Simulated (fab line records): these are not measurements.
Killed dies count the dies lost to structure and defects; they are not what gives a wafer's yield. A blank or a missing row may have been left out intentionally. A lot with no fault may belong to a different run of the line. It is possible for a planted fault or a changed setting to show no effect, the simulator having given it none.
What tool caused it? -- flow nand harc -- 40 wafers from 14 lots sampled at 5 of the route's 1302 steps

== WHAT THE GAUGES READ, wafer by wafer ==
NHARC_A_SLIT_OVL_MEAS_10. Usual: overlay x nm 0.0 nm, standard deviation 0.86; overlay y nm 0.1 nm, standard deviation 0.87.
lot,measured,on,overlay x nm (nm),overlay y nm (nm),flag
L137,day 19 16:41,overlay-01,0.1 0.5 0.3,-0.3 -1.3 -0.6,
L136,day 19 18:04,overlay-02,-0.2 -0.1 -0.4,0.4 0.2 0.1,
L138,day 20 13:58,overlay-01,2.1 1.8 1.5,0.2 0.5 0.5,
L140,day 21 00:54,overlay-02,0.1 0.3 0.3,-0.1 -0.7 -0.2,
L139,day 21 01:54,overlay-01,-1.6 -2.1 -1.3,0.2 0.6 0.8,
L142,day 21 16:24,overlay-02,-0.3 -0.2,0.2 0.4,
L143,day 22 18:00,overlay-01,-0.5 0.0,1.1 1.5,
L150,day 25 10:11,overlay-02,-0.8 -0.3 0.3,0.4 0.4 0.3,
L151,day 25 10:21,overlay-01,0.9 0.2 1.2,-0.9 0.3 -0.1,
L153,day 26 17:10,overlay-02,-0.1 0.9 0.1,-1.0 -0.7 -0.7,
L154,day 27 05:07,overlay-02,0.2 0.2 -0.1,1.5 1.7 1.9,
L156,day 27 15:01,overlay-01,1.4 1.8 1.3,0.0 0.0 -0.5,
L158,day 29 00:45,overlay-02,-0.2 0.0 0.6,-0.7 0.0 -0.1,
L159,day 29 03:56,overlay-02,-0.2 0.3 -0.2,0.5 0.4 0.2,

NHARC_END_SORT_01. Usual: killed at array 49, standard deviation 18; killed at other 0.7, standard deviation 1.1; killed at periphery 4.0, standard deviation 2.6; killed dies 54, standard deviation 19; killed open 3.4, standard deviation 1.7; killed short 2.5, standard deviation 1.7.
lot,measured,on,killed at array,killed at other,killed at periphery,killed dies,killed open,killed short,flag
L139,day 25 14:17,prober-01,46 674 673,2 0 1,0 3 3,48 677 677,3 8 3,2 1 6,OFF
L142,day 26 05:50,prober-02,674 673,0 0,3 4,677 677,6 2,1 1,OFF
L143,day 27 09:53,prober-02,671 671,1 1,5 5,677 677,2 4,1 1,OFF

== WHAT TOOL EACH LOT RAN ON (gives the tool, then ch and the chambers of the sampled wafers, and finally the start) ==
lot,NHARC_A_SLIT_DEP_23,NHARC_A_WL_FILL_ALD_02,NHARC_A_WL_FILL_ETCHBACK_04
L137,"pecvd-04 ch 0,2, day 19 16:04","ald metal-04 ch 0,1,3, day 20 06:18","rie metal-02 ch 0,1, day 20 07:07"
L136,"pecvd-03 ch 0,2, day 19 17:19","ald metal-03 ch 0,1,3, day 20 06:31","rie metal-01 ch 0,1, day 20 07:26"
L138,"pecvd-03 ch 0,2, day 20 13:14","ald metal-02 ch 0,1,2, day 21 03:35","rie metal-02 ch 0,1, day 21 04:23"
L140,"pecvd-03 ch 0,1, day 21 00:11","ald metal-04 ch 0,1,3, day 21 14:25","rie metal-03 ch 0,1, day 21 15:11"
L139,"pecvd-04 ch 0,1, day 21 01:11","ald metal-03 ch 0,1, day 21 14:23","rie metal-02 ch 0,1, day 21 15:14"
L142,"pecvd-03 ch 0,2, day 21 15:50","ald metal-02 ch 2,3, day 22 06:19","rie metal-02 ch 0,1, day 22 07:07"
L143,"pecvd-03 ch 0,1, day 22 17:26","ald metal-04 ch 1,2, day 23 07:51","rie metal-02 ch 0,1, day 23 08:38"
L150,"pecvd-02 ch 1,2, day 25 09:23","ald metal-03 ch 2,3, day 25 23:45","rie metal-03 ch 0, day 26 00:33"
L151,"pecvd-04 ch 0,2, day 25 09:35","ald metal-02 ch 1,2,3, day 25 23:50","rie metal-02 ch 0,1, day 26 00:38"
L153,"pecvd-04 ch 1,2, day 26 16:25","ald metal-03 ch 0,1,3, day 27 07:23","rie metal-01 ch 0, day 27 08:08"
L154,"pecvd-03 ch 0,1,2, day 27 04:22","ald metal-03 ch 0,2, day 27 21:36","rie metal-01 ch 0,1, day 27 22:24"
L156,"pecvd-02 ch 1,2, day 27 14:17","ald metal-03 ch 0,2,3, day 28 07:13","rie metal-03 ch 0,1, day 28 07:55"
L158,"pecvd-04 ch 0,1,2, day 29 00:04","ald metal-02 ch 0,1,2, day 29 14:11","rie metal-02 ch 0,1, day 29 14:58"
L159,"pecvd-02 ch 0,1,2, day 29 03:20","ald metal-04 ch 0,1,2, day 29 17:52","rie metal-03 ch 0,1, day 29 18:41"
- NHARC_A_SLIT_DEP_23: deposits SiON, target thk 100 nm.
- NHARC_A_WL_FILL_ALD_02: deposits TiN, target thk 2 nm, pulse time 3 s, ald cycles 100.
- NHARC_A_WL_FILL_ETCHBACK_04: etches the open film in NF3, target depth 60 nm, time 120 s.

== WHAT THE TOOLS THEMSELVES READ (means of the sampled wafers that have a number; where no wafer has one, the mark that the record gives instead) ==
NHARC_A_SLIT_DEP_23. Usual: chamber pressure Torr 3.499 Torr, standard deviation 0.0081; heater power w 688 W, standard deviation 57.
lot,tool,chamber pressure Torr (Torr),heater power w (W),flag
L137,pecvd-04,3.503,645,
L136,pecvd-03,3.494,715,
L138,pecvd-03,3.500,693,
L140,pecvd-03,3.500,697,
L139,pecvd-04,3.499,712,
L142,pecvd-03,3.505,688,
L143,pecvd-03,3.508,670,
L150,pecvd-02,3.495,708,
L151,pecvd-04,3.510,667,
L153,pecvd-04,3.497,671,
L154,pecvd-03,3.499,721,
L156,pecvd-02,3.510,683,
L158,pecvd-04,3.497,720,
L159,pecvd-02,3.504,669,

NHARC_A_WL_FILL_ALD_02. Usual: heater power w 1112 W, standard deviation 110; precursor pulse height rel 1.000, standard deviation 0.021.
lot,tool,heater power w (W),precursor pulse height rel,flag
L137,ald metal-04,1090,0.980,
L136,ald metal-03,1212,0.981,
L138,ald metal-02,1083,0.987,
L140,ald metal-04,1092,1.017,
L139,ald metal-03,1236,1.004,
L142,ald metal-02,1071,0.998,
L143,ald metal-04,1031,0.990,
L150,ald metal-03,1136,0.993,
L151,ald metal-02,1136,0.992,
L153,ald metal-03,1184,1.017,
L154,ald metal-03,1174,1.003,
L156,ald metal-03,1143,0.990,
L158,ald metal-02,1099,0.985,
L159,ald metal-04,1106,1.022,

NHARC_A_WL_FILL_ETCHBACK_04. Usual: drypump motor current A 5.4 A, standard deviation 0.5; oes product au 1.000 a.u., standard deviation 0.011.
lot,tool,drypump motor current A (A),oes product au (a.u.),flag
L137,rie metal-02,5.4,0.986,
L136,rie metal-01,5.2,1.003,
L138,rie metal-02,5.4,0.992,
L140,rie metal-03,5.4,1.014,
L139,rie metal-02,5.4,0.816,OFF
L142,rie metal-02,5.2,0.736,OFF
L143,rie metal-02,5.2,0.741,OFF
L150,rie metal-03,5.0,1.011,
L151,rie metal-02,5.1,0.985,
L153,rie metal-01,5.7,1.013,
L154,rie metal-01,5.5,1.005,
L156,rie metal-03,5.4,0.997,
L158,rie metal-02,5.5,1.012,
L159,rie metal-03,5.4,1.002,

== THE ANSWER, worked out from the rows above alone ==
Rule: take the mean of a lot's wafers that have a number; if it is more than 3 standard deviations from the usual mean, the lot is off. A lot without any number at a reading at which 4 lots or more have one is off too. Any other lot the step has rows for is counted as sound. After the gauges, taken in route order, come the tools' own readings; for these a lot's mean is taken, as printed above. At the first step where some lot is off, the reading lying furthest off is the one used; lots without a number count as furthest.
Off: L139, L142, L143 (NHARC_END_SORT_01, killed at array). Neither off nor sound, because the step has no rows for them: L137, L136, L138, L140, L150, L151, L153, L154, L156, L158, L159.
If a tool, at a process step before that reading, ran all the lots that are off and no sound lot after the first of them, it fits. Not tried: the gauges at NHARC_END_SORT_01; whatever is off there is also off at NHARC_A_WL_FILL_ETCHBACK_04, on other tools, and gauge error can't account for it. One candidate fits, namely rie metal-02 at NHARC_A_WL_FILL_ETCHBACK_04. It ran no sound lot before its first lot that is off in this sample, so the start can't be narrowed down.

== WHAT HAD BEEN PUT IN BY THE SIMULATOR ==
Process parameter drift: rie metal-02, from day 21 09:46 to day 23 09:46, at NHARC_A_WL_FILL_ETCHBACK_04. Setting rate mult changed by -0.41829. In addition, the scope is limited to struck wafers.
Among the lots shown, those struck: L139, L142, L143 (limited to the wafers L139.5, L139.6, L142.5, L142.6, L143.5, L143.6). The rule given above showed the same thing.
